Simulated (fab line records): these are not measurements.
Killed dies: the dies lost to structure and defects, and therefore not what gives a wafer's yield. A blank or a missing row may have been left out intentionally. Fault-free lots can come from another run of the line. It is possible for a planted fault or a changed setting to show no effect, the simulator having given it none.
Chamber matching ; flow n5Finfet ; N5_GATE_CUT_CMP_23 on cmp-02 has 4 sister chambers
The step polishes, stops on SiO2, t overpolish 23.4 s, target thk 16 nm. 16 wafers are shown with their chamber, then 8 later ones without.

== WAFERS, EACH WITH ITS CHAMBER ==
wafer;chamber;motorCurrentA (A);timeToEndpointS (s);retainingRingPressureFrac
L081.2;3;9.5;19.7;1.002
L081.3;0;10.8;16.1;1.004
L081.4;1;9.4;12.9;0.990
L082.1;0;10.4;16.9;1.001
L082.4;2;8.7;8.5;0.994
L082.5;0;10.0;15.5;1.013
L083.1;2;9.1;14.1;0.993
L083.5;2;9.4;13.5;0.995
L083.6;1;10.0;15.0;1.001
L084.1;1;9.2;17.5;0.999
L084.2;2;9.0;15.4;1.005
L084.4;0;10.8;20.4;1.010
L085.3;1;9.5;19.0;0.991
L085.4;3;10.0;20.5;1.006
L085.5;0;10.5;20.9;1.001
L090.1;2;8.7;15.6;1.000

SIGNATURES, as means of the wafers listed above
reading;chamber 0;chamber 1;chamber 2;chamber 3;scatter within a chamber
motorCurrentA;10.500;9.525;8.980;9.750;0.324
timeToEndpointS;17.960;16.100;13.420;20.100;2.59
retainingRingPressureFrac;1.00580;0.99525;0.99740;1.00400;0.00517
Rule: for a wafer and a chamber, the distance is found by dividing, reading by reading, the gap between the wafer's reading and the chamber's mean by the reading's scatter, squaring, summing and taking the root. If the next closest chamber is less than 2 further off than the closest, the wafer can't be placed; otherwise it belongs to the closest. The scatter is the square root of a quotient: the sum, over the shown wafers, of each reading's squared deviation from its chamber's mean, divided by wafers minus chambers.

== WAFERS WHOSE CHAMBER IS MISSING ==
wafer;motorCurrentA (A);timeToEndpointS (s);retainingRingPressureFrac
L090.4;10.0;21.9;0.993
L090.5;10.5;20.7;0.999
L092.1;9.9;20.3;1.004
L092.2;9.7;19.4;1.004
L092.5;9.2;17.3;1.004
L093.3;9.9;18.5;1.003
L093.4;9.1;14.1;1.011
L093.6;9.3;16.1;0.990

== CHAMBER TAKEN BY EACH ==
wafer;from the rows above;in truth
L090.4;can't be placed: 3 or 1 or 0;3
L090.5;can't be placed: 0 or 3 or 1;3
L092.1;can't be placed: 3 or 0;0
L092.2;can't be placed: 3 or 1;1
L092.5;can't be placed: 3 or 1 or 2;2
L093.3;can't be placed: 3 or 0 or 1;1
L093.4;can't be placed: 2 or 3 or 1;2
L093.6;can't be placed: 1 or 2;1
0 of 8 placed correctly. Can't be placed from these rows: 8 (the true chamber is among the candidates in 8). Number placed wrongly: 0.
